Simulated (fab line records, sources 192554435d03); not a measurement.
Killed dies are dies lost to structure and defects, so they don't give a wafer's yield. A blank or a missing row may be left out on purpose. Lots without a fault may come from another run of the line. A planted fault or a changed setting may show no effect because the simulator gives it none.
Chamber matching | flow n5_finfet | N5_MOL_CONTACT_COAG_CMP_52 on cmp-04: 4 sister chambers
The step polishes, stops on SiO2, t overpolish 1.5 s, target thk 66.5 nm. 4 wafers are shown with their chamber, then 9 later ones without.

WAFERS WITH THEIR CHAMBER
wafer  | chamber | motor_current_A (A)
L079.3 | 2       | 12.6
L082.4 | 3       | 13.3
L083.5 | 0       | 10.9
L083.6 | 1       | 12.3

WAFERS WITHOUT THEIR CHAMBER
wafer  | motor_current_A (A)
L084.1 | 12.3
L084.3 | 10.7
L084.6 | 11.9
L085.2 | 12.8
L085.4 | 13.1
L085.5 | 13.2
L091.4 | 12.5
L091.5 | 13.6
L091.6 | 12.3

WHICH CHAMBER EACH WENT THROUGH
wafer  | from the rows above          | in truth
L084.1 | can't be placed: 1 or 2      | 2
L084.3 | 0                            | 0
L084.6 | can't be placed: 1 or 2      | 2
L085.2 | can't be placed: 2 or 1 or 3 | 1
L085.4 | can't be placed: 3 or 2      | 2
L085.5 | 3                            | 3
L091.4 | can't be placed: 2 or 1      | 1
L091.5 | 3                            | 3
L091.6 | can't be placed: 1 or 2      | 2
Placed correctly: 3 of 9. Can't be placed from these rows: 6 (the true chamber is among the candidates in 6). Placed wrongly: 0.
How it was worked out, from the rows above alone: a wafer's distance from a chamber is the root of the sum, over the readings, of the square of ((its reading less the chamber's mean) divided by the reading's scatter). The wafer belongs to the nearest chamber; if the next one is less than 2 further off, it can't be placed. A chamber's mean is the mean of its shown wafers. The scatter: with one shown wafer a chamber, the root of the mean of the squares of how far each hidden wafer lies from its nearest shown one.
